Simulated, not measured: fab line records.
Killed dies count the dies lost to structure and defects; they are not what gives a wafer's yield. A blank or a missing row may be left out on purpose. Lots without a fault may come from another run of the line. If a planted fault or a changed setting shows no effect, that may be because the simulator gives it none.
A lot that was struck, set against a sound lot    flow n5-finfet    15 steps out of a route of 1938
Sound: the wafers L310.1, L310.5, L310.6. Struck: wafers L304.2, L304.4, L304.6. Last of all comes the cause.
Per side, at each step with rows, come the tool, then ch with its chambers, and then its first start. Under that, the readings that differ: sound wafers    struck wafers    difference of the means    sigmas: that difference in standard deviations of wafers without a fault.
alike: readings with means less than 2 such deviations apart, plus words and numbers identical on both sides. not compared: withheld readings, readings lacking a value on some wafer, bounds such as >300 that could conceal the same value, and numbers that have no deviation in the record and whose values overlap.
A row with sigmas, a row that says differs or no value, or rows on one side alone: a step with any of these is where the two part. Numbers that have no deviation but don't overlap get no sigmas and don't part them. A reading that every wafer of one side lacks parts them only if that side has two wafers or more.

first, 8 steps without rows for these wafers: N5_WELL_APT_HMDS_01 (time 60 s); N5_WELL_APT_COAT_02 (resist thk 950 nm); N5_WELL_APT_EBR_04; N5_WELL_APT_SOFTBAKE_03 (time 60 s); N5_WELL_APT_EXPOSE_05 (exposes mask NWELL, defocus 0 nm, target cd 200 nm); N5_WELL_APT_PEB_06 (peb time 90 s); N5_WELL_APT_DEVELOP_07 (develop time 45 s); N5_WELL_APT_HARDBAKE_12 (time 120 s).
N5_WELL_APT_CD_MEAS_08: the cd target is 200 nm.
  sound on cd-sem-03 ch 0, day 6 01:49; struck on cd-sem-03 ch 0, day 4 13:43
  alike: cd-nm
N5_WELL_APT_OVL_MEAS_09:
  sound on overlay-02 ch 0, day 6 01:50; struck on overlay-01 ch 0, day 4 13:45
  alike: NWELL_OVL
N5_WELL_APT_INSPECT_10: inspects for defects (macro).
  sound: defect-inspect-02 at day 6 01:52; struck: defect-inspect-02 at day 4 13:47
  alike: raw-defect-count
N5_WELL_APT_DESCUM_13: chemistry O2, time 7.9 s.
  sound on rie-diel-02 ch 0,1,3, day 6 02:02; struck on rie-diel-02 ch 1,2, day 4 13:49
  alike: bias-power-w, drypump-motor-current-A, oes-product-au, rf-vpp-V, showerhead-plenum-p-Torr, throttle-valve-pct
  not compared: rf-hours-counter-h
N5_WELL_APT_IMPLANT_14:
  sound on implanter-01 ch 0, day 6 02:08; struck on implanter-02 ch 0, day 4 13:57
reading             sound                             struck                            difference   sigmas
dose-ions-cm2       1.4984e+13 1.4991e+13 1.5013e+13  1.6576e+13 1.6583e+13 1.6535e+13  +1.5687e+12  +99 or more
faraday-current-uA  192 186 189                       214 211 211                       +23          +7
  alike: tilt-deg
next, for these wafers, 1 step has no rows: N5_WELL_APT_IMPLANT_15.
-- here the record skips 11 days between the struck wafers' starts before and after, leaving off in module WELL_APT and picking up in module PASSIVATION (first step shown: number 1936 of the route) --
N5_PASSIVATION_PROBE_49:
  sound: prober-01 at day 17 05:23; struck: prober-01 at day 15 17:25
reading             sound     struck    difference  sigmas
killed-at-contacts  18 19 27  7 7 5     -15         -2
killed-short        36 35 61  26 34 22  -17         -2
  alike: killed_at_M0_to_M3, killed_at_M4_up, killed-at-front-end, killed-at-other, killed-dies, killed-open

## WHERE THEY PART
First at N5_WELL_APT_IMPLANT_14; last, within this record, at N5_PASSIVATION_PROBE_49.

WHY: the cause the simulator had injected
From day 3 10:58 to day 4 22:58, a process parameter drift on implanter-02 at N5_WELL_APT_IMPLANT_14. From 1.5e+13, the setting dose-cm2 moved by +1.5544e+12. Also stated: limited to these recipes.
